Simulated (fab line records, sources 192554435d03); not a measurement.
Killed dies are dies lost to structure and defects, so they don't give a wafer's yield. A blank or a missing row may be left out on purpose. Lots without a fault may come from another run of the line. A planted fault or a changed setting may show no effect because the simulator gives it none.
A struck lot beside a sound one | flow n5_finfet | 16 steps out of a route of 1938
Sound: wafers L298.1, L298.2, L298.6. Struck: wafer L302.2. (L302.1, L302.5 of the same lot were not struck and are left out.) The cause comes at the end.
At each step with rows: each side's tool, then ch and its chambers, then its first start. Under that, the readings that differ: sound wafers | struck wafers | difference of the means | sigmas: that difference in standard deviations of wafers without a fault.
alike: readings whose means differ by less than 2 such deviations, and words and numbers that are the same on both sides. not compared: withheld readings, readings that some wafer has no value for, bounds like >300 that may hide the same value, and numbers for which the record gives no deviation and whose values overlap.
The two part at a step that has a row with sigmas, a row that says differs or no value, or rows on one side only. Numbers that don't overlap but have no deviation are shown without sigmas and don't part them. A reading that every wafer of one side lacks parts them only if that side has two wafers or more.

first, 9 steps without rows for these wafers: N5_BEOL_M0_SAQP_COAT_34 (resist thk 30 nm); N5_BEOL_M0_SAQP_EBR_36; N5_BEOL_M0_SAQP_SOFTBAKE_35 (time 60 s); N5_BEOL_M0_SAQP_EXPOSE_37 (exposes mask M0 CUT1, target cd 30 nm); N5_BEOL_M0_SAQP_PEB_38 (peb time 60 s); N5_BEOL_M0_SAQP_DEVELOP_39 (develop time 30 s); N5_BEOL_M0_SAQP_DESCUM_45 (chemistry O2, time 7 s); N5_BEOL_M0_SAQP_ETCH_88 (etches underlayer in N2/H2, target depth 6.5 nm, time 5.2 s); N5_BEOL_M0_SAQP_ETCH_73 (etches SiARC in CF4, target depth 19.5 nm, time 32.5 s).
N5_BEOL_M0_SAQP_CUT_ETCH_46: etches SOC in N2/H2, target depth 135 nm, overetch 27 nm, time 202.5 s.
  sound on rie_diel-02 ch 0,1,3, day 8 08:26; struck on rie_diel-02 ch 0, day 9 06:26
  reading                                         | sound             | struck | difference | sigmas
  rf_fwd_power_W (W)                              | 833.5 838.6 833.8 | 635.3  | -200.0     | -71
  rf_vpp_V (V)                                    | 523.9 520.3 525.5 | 574.6  | +51.4      | +21
  model.SiARC_of_BEOL_M0_SAQP_COAT_72.thk_nm (nm) | 4.6 5.6 4.8       | 6.4    | +1.4       |
  model.BEOL_M0_SAQP.cd_nm (nm)                   | 29.6 29.6 29.8    | 29.2   | -0.5       |
  alike: drypump_motor_current_A, showerhead_plenum_p_Torr, throttle_valve_pct
  not compared: rf_hours_counter_h
then, 3 steps without rows for these wafers: N5_BEOL_M0_SAQP_STRIP_74 (strips in N2/H2); N5_BEOL_M0_SAQP_STRIP_89 (strips in N2/H2); N5_BEOL_M0_SAQP_ALD_48 (deposits SiO2, target thk 20 nm, pulse time 1 s, co reactant pulse time 1 s).
N5_BEOL_M0_SAQP_ETCH_49: etches SiO2 in CF4/O2, target depth 37 nm.
  sound on rie_diel-05 ch 1,3, day 8 09:11; struck on rie_diel-04 ch 2, day 9 07:21
  reading                       | sound             | struck | difference | sigmas
  oes_f_703_au (a.u.)           | 0.85 0.74 0.73    | 0.95   | +0.18      | +2
  rf_fwd_power_W (W)            | 534.3 533.7 534.7 | 529.4  | -4.8       | -3
  throttle_valve_pct (%)        | 15.65 16.25 16.23 | 15.49  | -0.55      | -2
  model.BEOL_M0_SAQP.cd_nm (nm) | 29.8 29.6 29.8    | 29.2   | -0.5       |
  alike: drypump_motor_current_A, oes_product_au, rf_vpp_V, showerhead_plenum_p_Torr
  not compared: rf_hours_counter_h
then, 1 step without rows for these wafers: N5_BEOL_M0_SAQP_STRIP_75 (strips in CF4).
-- the record jumps here: 2 days lie between the struck wafers' starts before and after (it left off in module BEOL_M0_SAQP and takes up again in module BEOL_M4, whose first step shown is number 1111 of the route) --
N5_BEOL_M4_RC_MEAS_101:
  sound on prober-02 ch 0, day 10 18:38; struck on prober-01 ch 0, day 11 14:19
  alike: DIBL_N, DIBL_P, IOFF_N, IOFF_P, ION_N, ION_P, SS_N, SS_P, VT_N, VT_P

WHERE THEY PART
First at N5_BEOL_M0_SAQP_CUT_ETCH_46; last, within this record, at N5_BEOL_M0_SAQP_ETCH_49. Later steps at which nothing parts them and some readings are alike: N5_BEOL_M4_RC_MEAS_101.

WHY: what the simulator had put in
Process parameter drift: rie_diel-02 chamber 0, from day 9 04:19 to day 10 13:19, at N5_BEOL_M0_SAQP_CUT_ETCH_46. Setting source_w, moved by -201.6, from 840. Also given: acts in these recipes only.
